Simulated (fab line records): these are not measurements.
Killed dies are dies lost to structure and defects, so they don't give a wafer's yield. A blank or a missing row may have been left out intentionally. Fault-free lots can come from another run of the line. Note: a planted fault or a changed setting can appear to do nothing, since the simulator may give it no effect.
fab line records ; flow nand_harc
[record] lots = 6; wafers = 18; last_day = 34
route steps=1302 shown A_CONTACT@1084 A_BLC@1107 END@1302
lots that met no fault: taken from a fault-free run of the same line
start_h: the number of hours between the record's first day and the start of the first shown wafer of the lot ; wait_h: hours from the lot's prior step to this one ; " unchanged from the row above ; L1.1+2: a row that stands for several wafers ; - no value, or no start given ; * or withheld: withheld ; < > ~ a bound
route shown NAME@n: names a module that has steps shown in the file, with the first one's number in the route ; usual: mean/standard deviation of fault-free wafers ; same: alike in all rows ; chamber/n: place in a boat ; sites: each site's reading ; _std_site: standard deviation across them ; _edge_site: mean of outer sites minus mean of inner sites ; radius_mm: how far each site lies from the wafer's centre ; mask NAME#n: copy n ; behind: the most recent tool/chamber to have shaped the wafer ; hold: why the lot went on hold/how many hours it stayed there/how the hold came to an end ; device: transistor that didn't switch, given as n, p or np ; end of line: the same wafers' tests at the end of the route ; where a step has no rows: the recipe by itself ; killed: count of dies lost to structure and defects at first sort (not the wafer's yield) ; map: shows each die of a wafer: x if killed, . if not, _ if none is there
set.NAME: the setting as run; set.NAME@STEP: as run at that earlier step ; model.NAME: the simulator's own value behind a step, which no gauge read
lots seen at some steps along the route; tables by step, rows by wafer
services: from which hour (start_h, from the record's first day; less than 0 if before it) a tool's chamber was out of use, for how many hours, and why
[[steps]]
[step NHARC_A_CONTACT_ETCH_30]
[recipe] target_depth_a = 726; time_s = 36.3; cf4_flow_sccm = 100; chf3_flow_sccm = 30; ar_flow_sccm = 0; rf_w = 500; bias_w = 200; chemistry = CF4/CHF3
[step NHARC_A_CONTACT_ETCH_31]
[recipe] target_depth_a = 28000; over_etch_frac = 0.3; time_s = 728; ion_energy_ev = 150; o2_flow_sccm = 400; cos_flow_sccm = 20; ar_flow_sccm = 0; rf_w = 500; bias_w = 300; chemistry = O2/COS
[step NHARC_A_CONTACT_ETCH_134]
[recipe] source_w = withheld; pressure_mtorr = 20; bias_v = withheld; time_s = 140; target_depth_a = 7000; ar_flow_sccm = withheld; c4f8_flow_sccm = withheld; o2_flow_sccm = withheld; chemistry = C4F8/O2/Ar
[step NHARC_A_CONTACT_ETCH_135]
[recipe] source_w = withheld; pressure_mtorr = 20; bias_v = 1200; time_s = 311; target_depth_a = 19120; ar_flow_sccm = withheld; c4f8_flow_sccm = withheld; o2_flow_sccm = withheld; chemistry = C4F8/O2/Ar
[step NHARC_A_CONTACT_ETCH_136]
[recipe] source_w = withheld; pressure_mtorr = 20; bias_v = 1200; time_s = 311; target_depth_a = 19120; ar_flow_sccm = withheld; c4f8_flow_sccm = withheld; o2_flow_sccm = withheld; chemistry = C4F8/O2/Ar
lot.wafer;tool;chamber;start_h;wait_h;rf_hours_counter_h
L614.3;har_cap_etch-01;0;529.69;0.2;-
L614.4;har_cap_etch-01;1;529.69;0.2;-
L614.6;har_cap_etch-01;0;529.69;0.2;-
L618.3;har_cap_etch-02;0;549.67;0.2;-
L618.6;har_cap_etch-02;1;549.67;0.2;-
L618.5;har_cap_etch-02;0;549.67;0.2;-
L617.1;har_cap_etch-01;1;555.78;0.2;10
L617.4;har_cap_etch-01;1;555.78;0.2;-
L617.3;har_cap_etch-01;0;555.78;0.2;-
L626.2;har_cap_etch-01;1;643.70;0.2;24
L626.3;har_cap_etch-01;1;643.70;0.2;-
L626.5;har_cap_etch-01;1;643.70;0.2;-
L628.2;har_cap_etch-03;0;678.09;0.2;73
L628.4;har_cap_etch-03;1;678.09;0.2;-
L628.5;har_cap_etch-03;1;678.09;0.2;-
L634.2;har_cap_etch-02;1;738.83;0.2;128
L634.4;har_cap_etch-02;1;738.83;0.2;-
L634.5;har_cap_etch-02;0;738.83;0.2;-
[step NHARC_A_CONTACT_ETCH_137]
[recipe] source_w = withheld; pressure_mtorr = 20; bias_v = 1200; time_s = 311; target_depth_a = 19120; ar_flow_sccm = withheld; c4f8_flow_sccm = withheld; o2_flow_sccm = withheld; chemistry = C4F8/O2/Ar
lot.wafer;tool;chamber;start_h;wait_h;rf_hours_counter_h
L614.3;har_cap_etch-01;0;529.96;0.2;-
L614.4;har_cap_etch-01;1;529.96;0.2;-
L614.6;har_cap_etch-01;0;529.96;0.2;-
L618.3;har_cap_etch-02;0;549.94;0.2;-
L618.6;har_cap_etch-02;1;549.94;0.2;-
L618.5;har_cap_etch-02;0;549.94;0.2;-
L617.1;har_cap_etch-01;1;556.05;0.2;11
L617.4;har_cap_etch-01;1;556.05;0.2;-
L617.3;har_cap_etch-01;0;556.05;0.2;-
L626.2;har_cap_etch-01;1;643.97;0.2;24
L626.3;har_cap_etch-01;1;643.97;0.2;-
L626.5;har_cap_etch-01;1;643.97;0.2;-
L628.2;har_cap_etch-03;0;678.36;0.2;73
L628.4;har_cap_etch-03;1;678.36;0.2;-
L628.5;har_cap_etch-03;1;678.36;0.2;-
L634.2;har_cap_etch-02;1;739.10;0.2;128
L634.4;har_cap_etch-02;1;739.10;0.2;-
L634.5;har_cap_etch-02;0;739.10;0.2;-
[step NHARC_A_CONTACT_ETCH_138]
[recipe] source_w = withheld; pressure_mtorr = 20; bias_v = 1200; time_s = 311; target_depth_a = 19140; ar_flow_sccm = withheld; c4f8_flow_sccm = withheld; o2_flow_sccm = withheld; chemistry = C4F8/O2/Ar
[step NHARC_A_CONTACT_ETCH_139]
[recipe] source_w = withheld; pressure_mtorr = 20; bias_v = 400; time_s = 195; target_depth_a = 8400; ar_flow_sccm = withheld; c4f8_flow_sccm = 11.5; o2_flow_sccm = 7.2; chemistry = C4F8/O2/Ar
[step NHARC_A_CONTACT_ETCH_92]
[recipe] target_depth_a = 400; over_etch_frac = 0.5; time_s = 85.7; ion_energy_ev = 120; ch3f_flow_sccm = 50; o2_flow_sccm = 30; ar_flow_sccm = 200; rf_w = 500; bias_w = 100; chemistry = CH3F/O2
[step NHARC_A_CONTACT_ETCH_98]
[recipe] target_depth_a = 200; over_etch_frac = 0.5; time_s = 10; ion_energy_ev = 250; c4f6_flow_sccm = 25; o2_flow_sccm = 20; ar_flow_sccm = 500; rf_w = 600; bias_w = 500; chemistry = C4F6/O2
[step NHARC_A_CONTACT_CD_MEAS_15]
[usual] cd_nm = 190.1/0.52
lot.wafer;tool;chamber;start_h;wait_h;cd_nm
L614.3;cd_sem-03;-;531.19;-;189.8
L614.4;cd_sem-03;-;531.19;-;190.5
L614.6;cd_sem-03;-;531.19;-;190.2
L618.3;cd_sem-01;-;551.12;-;190.3
L618.5;cd_sem-01;-;551.12;-;189.9
L618.6;cd_sem-01;-;551.12;-;189.5
L617.1;cd_sem-03;-;557.37;-;190.7
L617.3;cd_sem-03;-;557.37;-;189.6
L617.4;cd_sem-03;-;557.37;-;190.4
L626.2;cd_sem-01;-;645.31;-;190.5
L626.3;cd_sem-01;-;645.31;-;190.7
L626.5;cd_sem-01;-;645.31;-;190.2
L628.2;cd_sem-01;-;679.65;-;189.7
L628.4;cd_sem-01;-;679.65;-;190.0
L628.5;cd_sem-01;-;679.65;-;190.1
L634.2;cd_sem-03;-;740.42;-;190.0
L634.4;cd_sem-03;-;740.42;-;188.8
L634.5;cd_sem-03;-;740.42;-;190.0
[step NHARC_A_CONTACT_STRIP_107]
[recipe] n2_flow_sccm = 150; h2_flow_sccm = 150; ar_flow_sccm = 0; bias_w = 0; chemistry = N2/H2
[step NHARC_A_CONTACT_STRIP_108]
[recipe] cf4_flow_sccm = 100; chf3_flow_sccm = 30; ar_flow_sccm = 0; bias_w = 0; chemistry = CF4/CHF3
lot.wafer;tool;chamber;start_h;wait_h
L614.3+4+6;rie_diel-01;1,2,3;531.36;0.1
L618.3+6+5;rie_diel-01;0,1,2;551.30;0.1
L617.1+4+3;rie_diel-01;0,1,3;557.54;0.1
L626.2+3+5;rie_diel-04;2,3,1;645.74;0.3
L628.4+2+5;rie_diel-04;3,2,3;679.81;0.1
L634.2+4+5;rie_diel-04;1,2,3;740.59;0.1
[step NHARC_A_CONTACT_STRIP_109]
[recipe] o2_flow_sccm = 400; cos_flow_sccm = 20; ar_flow_sccm = 0; bias_w = 0; chemistry = O2/COS
[step NHARC_A_CONTACT_ETCH_110]
[recipe] target_depth_a = 600; overetch_a = 60; time_s = 33; ion_energy_ev = 100; cf4_flow_sccm = 80; o2_flow_sccm = 20; ar_flow_sccm = 0; rf_w = 300; bias_w = 100; chemistry = CF4/O2
[step NHARC_A_CONTACT_STRIP_26]
[recipe] o2_flow_sccm = 500; ar_flow_sccm = 0; bias_w = 0; chemistry = O2
[step NHARC_A_CONTACT_STRIP_27]
[recipe] time_s = 600; temp_c = 30; chemistry = post_etch_residue_remover
[step NHARC_A_CONTACT_ALD_18]
[recipe] target_thk_a = 30; pulse_time_s = 1; ald_cycles = 150; temp_c = 450; material = TiN
[usual] heater_power_w = 1098/100; precursor_pulse_height_rel = 1.001/0.019
lot.wafer;tool;chamber;start_h;wait_h;heater_power_w;precursor_pulse_height_rel
L614.3;ald_metal-04;2;532.12;-;1085;1.004
L614.4;ald_metal-04;0;532.12;-;1208;0.993
L614.6;ald_metal-04;2;532.12;-;1113;1.010
L618.3;ald_metal-01;2;552.12;-;1208;1.015
L618.6;ald_metal-01;3;552.12;-;1198;0.973
L618.5;ald_metal-01;0;552.12;-;1028;0.989
L617.1;ald_metal-01;3;558.32;-;1168;1.000
L617.3;ald_metal-01;0;558.32;-;1028;1.032
L617.4;ald_metal-01;1;558.32;-;996;1.014
L626.3;ald_metal-01;2;646.66;-;1220;1.020
L626.2;ald_metal-01;3;646.66;-;1174;0.976
L626.5;ald_metal-01;2;646.66;-;1209;0.988
L628.2;ald_metal-03;1;680.58;-;902;1.008
L628.4;ald_metal-03;2;680.58;-;1091;1.025
L628.5;ald_metal-03;2;680.58;-;1133;1.012
L634.2;ald_metal-01;1;741.38;-;938;0.996
L634.5;ald_metal-01;1;741.38;-;938;1.035
L634.4;ald_metal-01;2;741.38;-;1161;0.995
[step NHARC_A_CONTACT_CVD_19]
[recipe] target_thk_a = 3000; temp_c = 300; pressure_torr = 40; wf6_flow_sccm = 40; h2_flow_sccm = 1600; ar_flow_sccm = 1560; time_s = 802; material = W
[usual] heater_power_w = 456/28; throttle_valve_pct = 7.8/0.35
lot.wafer;tool;chamber;start_h;wait_h;heater_power_w;throttle_valve_pct
L614.4;cvd_w-02;1;-;-;432;7.9
L614.3;cvd_w-02;0;-;-;468;8.1
L614.6;cvd_w-02;1;-;-;427;8.1
L618.3;cvd_w-02;0;-;-;469;8.2
L618.6;cvd_w-02;0;-;-;489;8.3
L618.5;cvd_w-02;1;-;-;430;7.9
L617.1;cvd_w-02;1;-;-;433;7.6
L617.4;cvd_w-02;0;-;-;482;8.1
L617.3;cvd_w-02;1;-;-;432;7.9
L626.2;cvd_w-02;0;-;-;478;8.1
L626.3;cvd_w-02;0;-;-;497;8.3
L626.5;cvd_w-02;1;-;-;418;7.8
L628.2;cvd_w-02;0;-;-;492;8.3
L628.4;cvd_w-02;0;-;-;480;8.1
L628.5;cvd_w-02;0;-;-;487;8.3
L634.2;cvd_w-01;1;-;-;481;7.2
L634.4;cvd_w-01;1;-;-;475;7.3
L634.5;cvd_w-01;1;-;-;477;7.6
[step NHARC_A_CONTACT_CMP_20]
[recipe] t_overpolish_s = 30; target_thk_nm = 300
[step NHARC_A_CONTACT_SRD_22]
[step NHARC_A_BLC_DEHYDRATE_00]
[recipe] temp_c = 150; time_s = 120
[step NHARC_A_BLC_HMDS_01]
[recipe] time_s = 30
[step NHARC_A_BLC_COAT_02]
[recipe] temp_c = 260; time_s = 75
[step NHARC_A_BLC_COAT_03]
[recipe] temp_c = 225; time_s = 65
[step NHARC_A_BLC_COAT_04]
[recipe] spin_rpm = 1500; resist_thk_nm = 90
[step NHARC_A_BLC_SOFTBAKE_05]
[recipe] temp_c = 105; time_s = 55
[step NHARC_A_BLC_EBR_06]
[step NHARC_A_BLC_EXPOSE_07]
[recipe] na = 1.35; target_cd_nm = 100; dose_mj = 67.97; mask_id = A_BLC
[step NHARC_A_BLC_PEB_08]
[recipe] peb_temp_c = 100; peb_time_s = 65
[step NHARC_A_BLC_DEVELOP_09]
[recipe] develop_time_s = 35; dev_temp_c = 23
[step NHARC_A_BLC_CD_MEAS_10]
[recipe] target_cd_nm = 100; landing_energy_ev = 500
[usual] cd_nm = 99.7/0.65
lot.wafer;tool;chamber;start_h;wait_h;cd_nm
L614.3;cd_sem-02;0;534.15;-;100.0
L614.4;cd_sem-02;0;534.15;-;100.0
L614.6;cd_sem-02;0;534.15;-;99.5
L618.3;cd_sem-01;0;553.94;-;101.2
L618.5;cd_sem-01;0;553.94;-;100.7
L618.6;cd_sem-01;0;553.94;-;100.9
L617.1;cd_sem-02;0;560.33;-;99.2
L617.3;cd_sem-02;0;560.33;-;98.7
L617.4;cd_sem-02;0;560.33;-;100.0
L626.2;cd_sem-01;0;648.65;-;99.0
L626.3;cd_sem-01;0;648.65;-;99.2
L626.5;cd_sem-01;0;648.65;-;98.6
L628.2;cd_sem-02;0;682.58;-;98.6
L628.4;cd_sem-02;0;682.58;-;98.6
L628.5;cd_sem-02;0;682.58;-;98.9
L634.2;cd_sem-01;0;744.53;-;100.6
L634.4;cd_sem-01;0;744.53;-;101.4
L634.5;cd_sem-01;0;744.53;-;100.3
[step NHARC_A_BLC_OVL_MEAS_11]
[usual] overlay_x_nm = 0.2/0.6; overlay_y_nm = 0.0/0.75
lot.wafer;tool;chamber;start_h;wait_h;overlay_x_nm;overlay_y_nm
L614.3;overlay-01;-;534.24;-;0.9;-1.0
L614.4;overlay-01;-;534.24;-;1.6;-1.0
L614.6;overlay-01;-;534.24;-;0.6;-1.2
L618.3;overlay-01;-;554.02;-;-0.4;-0.7
L618.5;overlay-01;-;554.02;-;0.1;-0.7
L618.6;overlay-01;-;554.02;-;-0.2;-0.7
L617.1;overlay-01;-;560.41;-;-0.1;-1.7
L617.3;overlay-01;-;560.41;-;0.1;-1.9
L617.4;overlay-01;-;560.41;-;0.3;-2.7
L626.2;overlay-01;-;648.74;-;1.5;1.3
L626.3;overlay-01;-;648.74;-;1.2;0.8
L626.5;overlay-01;-;648.74;-;1.2;0.9
L628.2;overlay-01;-;682.66;-;0.4;0.3
L628.4;overlay-01;-;682.66;-;0.5;-0.2
L628.5;overlay-01;-;682.66;-;0.7;0.6
L634.2;overlay-01;-;744.61;-;0.5;-0.2
L634.4;overlay-01;-;744.61;-;0.5;-0.5
L634.5;overlay-01;-;744.61;-;0.6;-0.5
[step NHARC_A_BLC_DESCUM_15]
[recipe] time_s = 3; o2_flow_sccm = 200; ar_flow_sccm = 0; bias_power_w = 0; chemistry = O2
[usual] drypump_motor_current_A = 5.8/0.31; oes_product_au = 0.997/0.01; rf_vpp_V = 57.8/0.91; showerhead_plenum_p_Torr = 1.91/0.052; throttle_valve_pct = 11.310/0.01
lot.wafer;tool;chamber;start_h;wait_h;drypump_motor_current_A;oes_product_au;rf_hours_counter_h;rf_vpp_V;showerhead_plenum_p_Torr;throttle_valve_pct
L614.3;rie_diel-10;1;534.34;0.1;5.6;0.994;10;57.6;1.95;11.317
L614.4;rie_diel-10;2;534.34;0.1;5.6;1.007;10;58.7;1.92;11.311
L614.6;rie_diel-10;0;534.34;0.1;5.6;0.979;-;58.2;1.85;11.313
L618.3;rie_diel-10;2;554.13;0.1;5.6;0.997;12;58.2;1.92;11.304
L618.5;rie_diel-10;1;554.13;0.1;5.6;1.007;-;56.5;1.95;11.326
L618.6;rie_diel-10;2;554.13;0.1;5.6;0.999;-;57.9;1.92;11.317
L617.3;rie_diel-10;1;560.59;0.1;5.6;0.996;13;58.8;1.95;11.305
L617.1;rie_diel-10;0;560.59;0.1;5.6;0.977;13;59.1;1.85;11.299
L617.4;rie_diel-10;3;560.59;0.1;6.2;0.998;-;57.7;1.97;11.315
L626.2;rie_diel-03;3;648.85;0.1;5.4;0.982;0;57.7;1.83;11.295
L626.3;rie_diel-03;0;648.85;0.1;5.9;0.991;0;58.0;1.92;11.322
L626.5;rie_diel-03;2;648.85;0.1;6.0;0.993;-;59.3;1.96;11.312
L628.2;rie_diel-10;3;682.77;0.1;6.2;0.989;6;57.1;1.97;11.297
L628.4;rie_diel-10;1;682.77;0.1;5.6;0.997;6;59.7;1.94;11.321
L628.5;rie_diel-10;2;682.77;0.1;5.6;0.988;-;58.3;1.92;11.308
L634.4;rie_diel-10;3;744.71;0.1;6.2;1.000;12;59.2;1.97;11.295
L634.2;rie_diel-10;2;744.71;0.1;5.6;0.998;12;57.2;1.92;11.316
L634.5;rie_diel-10;0;744.71;0.1;5.6;0.984;-;57.4;1.85;11.317
[step NHARC_A_BLC_ETCH_16]
[recipe] target_depth_a = 390; over_etch_frac = 0.3; time_s = 65; ion_energy_ev = 80; cf4_flow_sccm = 150; ar_flow_sccm = 0; rf_w = 300; bias_w = 100; chemistry = CF4
[step NHARC_A_BLC_ETCH_17]
[recipe] target_depth_a = 3900; over_etch_frac = 0.25; time_s = 609.38; ion_energy_ev = 200; n2_flow_sccm = 150; h2_flow_sccm = 150; ar_flow_sccm = 0; rf_w = 400; bias_w = 150; chemistry = N2/H2
[step NHARC_A_BLC_ETCH_18]
[recipe] target_depth_a = 9100; c4f8_flow_sccm = 20; o2_flow_sccm = 10; ar_flow_sccm = withheld; rf_w = 600; bias_w = 1500; chemistry = C4F8/O2/Ar
[step NHARC_A_BLC_CD_MEAS_19]
[usual] cd_nm = 99.5/2.3
lot.wafer;tool;chamber;start_h;wait_h;cd_nm
L614.3;cd_sem-03;-;535.30;-;98.4
L614.4;cd_sem-03;-;535.30;-;97.9
L614.6;cd_sem-03;-;535.30;-;101.5
L618.3;cd_sem-01;-;555.13;-;99.9
L618.5;cd_sem-01;-;555.13;-;98.8
L618.6;cd_sem-01;-;555.13;-;98.1
L617.1;cd_sem-02;-;562.12;-;96.5
L617.3;cd_sem-02;-;562.12;-;95.7
L617.4;cd_sem-02;-;562.12;-;95.6
L626.2;cd_sem-01;-;649.80;-;100.6
L626.3;cd_sem-01;-;649.80;-;100.5
L626.5;cd_sem-01;-;649.80;-;97.3
L628.2;cd_sem-01;-;683.74;-;98.4
L628.4;cd_sem-01;-;683.74;-;100.8
L628.5;cd_sem-01;-;683.74;-;97.2
L634.2;cd_sem-03;-;745.69;-;99.2
L634.4;cd_sem-03;-;745.69;-;104.9
L634.5;cd_sem-03;-;745.69;-;97.9
[step NHARC_A_BLC_STRIP_29]
[recipe] cf4_flow_sccm = 150; ar_flow_sccm = 0; bias_w = 0; chemistry = CF4
[step NHARC_END_SORT_01]
[recipe] temp_c = 25
[usual] killed_at_array = 41/10; killed_at_other = 0.8/0.91; killed_at_periphery = 4.2/2.9; killed_dies = 46/10; killed_open = 3.5/2.1; killed_short = 2.5/1.6
[same] gross_dies = 677
lot.wafer;tool;chamber;start_h;wait_h;killed_at_array;killed_at_other;killed_at_periphery;killed_dies;killed_open;killed_short
L618.3;prober-01;0;602.12;3.1;18;1;2;21;1;3
L618.5;prober-01;0;603.72;3.7;24;0;2;26;3;3
L618.6;prober-01;0;604.52;4.0;127;0;1;128;4;1
L617.4;prober-02;0;606.06;3.4;152;0;0;152;0;2
// killed by level:class
L618.3 A_CONTACT:chamber_film_flake=7 A_CHANNEL_HOLE_D2:chamber_film_flake=4 A_BONDPAD:chamber_film_flake=3 A_STAIRCASE:chamber_film_flake=2 P_STI:geometric_particle:short=1 A_CHANNEL_FILL_D1:geometric_particle:open=1 A_WL_FILL:geometric_particle:short=1 STARTING-WAFER:geometric_particle:short=1
L618.5 A_CHANNEL_HOLE_D2:chamber_film_flake=7 A_CONTACT:chamber_film_flake=6 A_BONDPAD:chamber_film_flake=3 A_STAIRCASE:chamber_film_flake=2 P_M0:geometric_particle:open=1 A_CHANNEL_FILL_D1:geometric_particle:open=1 A_DECK1_JOINT:geometric_particle:short=1 A_ONON_D2:geometric_particle:open=1
L618.6 A_CONTACT:unspecified=98 A_CONTACT:chamber_film_flake=6 A_STAIRCASE:chamber_film_flake=5 A_CHANNEL_HOLE_D1:chamber_film_flake=4 A_CHANNEL_HOLE_D2:chamber_film_flake=4 A_BONDPAD:chamber_film_flake=3 A_SGD_CUT:chamber_film_flake=2 P_M0:geometric_particle:open=1
L617.4 A_CONTACT:unspecified=104 A_CHANNEL_HOLE_D1:chamber_film_flake=15 A_CHANNEL_HOLE_D2:chamber_film_flake=14 A_SLIT:chamber_film_flake=10 A_CONTACT:chamber_film_flake=4 A_SOURCE_PLATE:geometric_particle:short=2 A_DECK1_JOINT:chamber_film_flake=1 A_STAIRCASE:chamber_film_flake=1
// map L617.4 (x killed, . not)
____________.____________
_________......._________
_______.....x....._______
______.............______
_____..............._____
____.................____
____.................____
___...................___
___...................___
__.....................__
__.....................__
_......................._
_........x.............._
_......................._
_...............xx.x...._
_.............xxxxxx...._
...............xxxx.x....
.............xxxxxxxx..x.
.............xxxxxxxxx...
.x........x..xxxxxxxxxxxx
.............xxxxxxxxxxxx
_x.....x....x.xxxxxxxxxx_
_x...........xxxxxxxxxxx_
_xx......x....xxxxxxxxxx_
_xxx.........xxxxxxxx.xx_
_x............xxxxxxx.xx_
__x..........xxxxxxxx..__
__.............x.x.x...__
___.............xx....___
___x..................___
____................x____
____........x........____
_____..............._____
______....x.x......______
_______...xx.xx..._______
_________xxxxxxx_________
____________x____________
// map L618.6 (x killed, . not)
____________.____________
_________..xx..._________
_______....xxx...._______
______.............______
_____..............._____
____.................____
____............x....____
___...................___
___...................___
__.....................__
__...........xx........__
_......................._
_.....x................._
_......................._
_.....x.......x.x......._
_............x.xx.xxx..._
..............xxxxxxx....
...........x.xxxxxxxx....
.............xxxxxxxxx...
.............xxxxxxxxx...
......x......xxxxxxxxx...
_x..x.........xxxxxxxxx._
_............xxxxxxxxx.._
_............xxxxxxxx..._
_xx..........xxxxxxxxx.._
_xx..........xxxxxxx...._
__xx............xxxx...__
__x............xxxx....__
___.x............x....___
___x.............x....___
____.................____
____.......x.........____
_____...........x..._____
______x............______
_______..........._______
_________......._________
____________.____________
[[services]]
tool;chamber;start_h;hours;kind
ald_metal-01;2;516.52;24.0;repair
ald_metal-01;-;526.00;10.0;pm
har_cap_etch-03;-;531.50;0.2;repair
rie_diel-04;-;531.99;9.0;pm
rie_diel-10;-;538.25;0.7;repair
rie_diel-10;2;555.41;28.7;repair
rie_diel-01;-;557.90;9.0;pm
rie_diel-04;1;562.54;2.9;repair
rie_diel-04;0;572.98;42.3;repair
ald_metal-01;-;584.74;0.4;repair
rie_diel-01;-;591.56;0.6;repair
rie_diel-10;-;596.53;9.0;pm
ald_metal-01;0;598.19;3.8;repair
cvd_w-02;-;631.71;13.0;pm
ald_metal-01;2;647.57;3.2;repair
cvd_w-02;-;691.48;0.7;repair
rie_diel-01;3;694.14;21.7;repair
ald_metal-01;-;704.00;10.0;pm
rie_diel-01;0;704.05;3.3;repair
rie_diel-04;-;708.99;9.0;pm
rie_diel-01;0;714.89;28.9;repair
rie_diel-01;-;734.92;9.0;pm
ald_metal-01;3;740.42;5.6;repair
cvd_w-02;-;741.46;1.9;repair
[[key]]
[first_sign] step = NHARC_END_SORT_01; reading = killed_at_array; direction = up; sigmas = 9.7; usual = 41; struck = 140
[effect] step = NHARC_END_SORT_01; reading = killed_dies; direction = up; sigmas = 9.4; usual = 46; struck = 140
[more_kills_born_at] NHARC_A_CONTACT_STRIP_108@rie_diel-01 = 199
met_at NHARC_A_CONTACT_STRIP_108
struck_wafers L617.4,L618.6
tester_left_out L617,L618
onset_between 531.36 551.30
[fault] kind = chamber_particle_source; tool = rie_diel-01; chamber = 1; onset_h = 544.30; steps = NHARC_A_CONTACT_STRIP_108; rate_per_visit_cm2 = 1.5478; end_h = 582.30
// tester_left_out: of these lots the tester's yield and bins aren't shown, on N5 and GAA mostly nor the transistor test; their killed dies are dies lost to structure and defects alone, not to doping, threshold or leakage, so they don't give the yield
